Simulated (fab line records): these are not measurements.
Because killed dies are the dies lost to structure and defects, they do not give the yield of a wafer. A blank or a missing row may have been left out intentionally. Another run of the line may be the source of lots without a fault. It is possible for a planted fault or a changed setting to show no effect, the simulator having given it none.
2 desks looking at one fault    flow nand-harc    what lay behind the numbers comes last; until then each desk has only its own

## THE DEFECT DESK
For each lot, the counts of the inspections along the route, averaged over the sampled wafers that have a number. Marked OUT: a lot whose mean sits more than 4 standard deviations from the usual mean, which makes it out of limits; the brackets give that distance.
Columns: A = raw-defect-count at NHARC_A_CHANNEL_HOLE_D1_INSPECT_40, usual 72
lot   first seen here  A
L183  day 9 05:44      113
L185  day 9 17:53      104
L184  day 9 21:45      52
L189  day 12 04:25     47
L191  day 12 17:02     57
L192  day 12 21:43     99
L196  day 14 15:51     72
L198  day 15 16:13     75
L200  day 16 01:56     49
L201  day 16 19:03     68
L203  day 17 15:30     53
L204  day 18 14:25     65
L205  day 18 15:28     39
Finding of this desk: none of the 13 lots has anything out of limits.

## FOR THE TOOL OWNER'S DESK: rie-si-04
The tool's own readings at NHARC_A_DECK1_JOINT_ETCHBACK_07 (etches the open film in HBr, target depth 105 nm, time 26.9 s): means of the sampled wafers that have a number, for each lot that ran on this tool. Marked OUT: a lot whose mean sits more than 4 standard deviations from the usual mean, which makes it out of limits; the brackets give that distance.
Columns: A = drypump-motor-current-A at NHARC_A_DECK1_JOINT_ETCHBACK_07, usual 5.69 A; B = oes-product-au at NHARC_A_DECK1_JOINT_ETCHBACK_07, usual 1.003 a.u.; C = throttle-valve-pct at NHARC_A_DECK1_JOINT_ETCHBACK_07, usual 23.266 %
lot   first seen here  A     B                C
L184  day 11 22:52     5.65  1.008            23.258
L189  day 14 04:50     5.47  0.999            23.272
L192  day 15 01:10     5.86  1.005            23.277
L196  day 16 16:03     5.89  1.145 (+13) OUT  23.266
L198  day 17 16:52     6.04  1.192 (+17) OUT  23.258
L203  day 19 21:40     5.87  1.014            23.260
L205  day 20 16:13     5.63  1.003            23.270
This desk finds L196, L198 out of limits, L196 being first, at day 16 16:03 (oes-product-au at NHARC_A_DECK1_JOINT_ETCHBACK_07). L184, L189, L192, L203, L205: within limits.

## BROUGHT TOGETHER
The tool owner's desk had the chance to raise an alarm at day 16 16:03 on L196, L198.
The defect desk saw nothing out of limits.
The defect desk has L196, L198 on record, within its limits.
On rie-si-04, each named lot ran NHARC_A_DECK1_JOINT_ETCHBACK_07.

## WHAT WAS PUT IN BY THE SIMULATOR
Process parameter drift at NHARC_A_DECK1_JOINT_ETCHBACK_07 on rie-si-04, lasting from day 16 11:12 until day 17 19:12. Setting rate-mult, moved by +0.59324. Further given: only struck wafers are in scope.
Lots struck among those shown: L196, L198.
Each desk's first reading out of limits, in hours after the fault started: the tool owner's desk, 5.
